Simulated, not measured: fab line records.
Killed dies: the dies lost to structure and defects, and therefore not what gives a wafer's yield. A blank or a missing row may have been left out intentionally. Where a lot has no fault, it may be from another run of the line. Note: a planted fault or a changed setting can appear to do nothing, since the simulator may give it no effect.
Code-filled problem report in 8D (eight disciplines) form / flow nandHarc / the parts of the form that need people (team, actions taken, sign-off) are left out

1. WHAT WENT WRONG
rfFwdPowerW at NHARC_A_DECK1_JOINT_DEP_16 reads a mean of 1002 W on 6 wafers of 2 lots; wafers without a fault read 896 W with a standard deviation of 3. Relative to the usual mean, that is a shift of +35 standard deviations.
The step: deposits SiO2, target thk 45 nm.
Seen first at day 18 10:21 on pecvd-04, wafer L117.3. At this step, 39 wafers from 13 lots have a number in the record. The rule behind "out" and "out of limits": a value lying over 4 standard deviations away from the usual mean. Any other wafer with a number is counted as sound.

2. WHAT IT IS; WHAT IT IS NOT
question=which readings at this step | is=rfFwdPowerW | is not=heaterPowerOuterW, heaterPowerW, throttleValvePct
question=which lots | is=L117, L118 | is not=L104, L105, L106, L108, L111, L112, L114, L122, L123, L125, L126
question=which wafers of those lots | is=all that have a number | is not=-
question=read on which tools | is=pecvd-04 | is not=pecvd-01, pecvd-02
question=when | is=from day 18 10:21 | is not=up to then (21 sound wafers); but 12 sound wafers of L122, L123, L125, L126 came after

3. SUSPECTS, AND WHAT RULES EACH OUT
Counting: any tool at a process step up to the reading is kept as a suspect provided that every lot that is out went through it and no sound lot did after the first of them.
- pecvd-04 at NHARC_A_DECK1_JOINT_DEP_16 (deposits SiO2, target thk 45 nm): kept. All lots that are out passed through it, beginning with L117 at day 18 10:21, and no sound lot followed; its final sound lot before that point was L112 at day 16 14:33. On those wafers its own readings are out: rfFwdPowerW.
The count leaves pecvd-04 at NHARC_A_DECK1_JOINT_DEP_16.

4. THE CAUSE (what the simulator had put in)
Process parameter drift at NHARC_A_DECK1_JOINT_DEP_16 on pecvd-04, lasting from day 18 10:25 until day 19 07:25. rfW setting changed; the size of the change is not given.
After counting, this tool was the only one left.

5. SEQUENCE OF EFFECTS, ordered by route
Each row: a reading where the mean over the struck wafers with a number is more than 3 standard deviations away from the usual. Only readings whose record carries a usual standard deviation are examined. hours: median over the lots of the time between each lot's start at the first step of this table that gives one and its start at this step. sigmas: the change, counted in usual standard deviations.
hours=0; step=NHARC_A_DECK1_JOINT_DEP_16; reading=rfFwdPowerW; usual=896 W; on struck wafers=1002; change=+106; sigmas=+35
Its process steps:
- NHARC_A_DECK1_JOINT_DEP_16: deposits SiO2, target thk 45 nm.
Later measuring or inspecting steps at which every struck wafer that the step has a row for has a number for every such reading, and none has moved that far: NHARC_A_ONON_D2_THK_MEAS_08, NHARC_A_ONON_D2_THK_MEAS_11.

6. WHAT WOULD HAVE CAUGHT IT SOONER
In this record the first reading out of limits was taken at day 18 10:21.
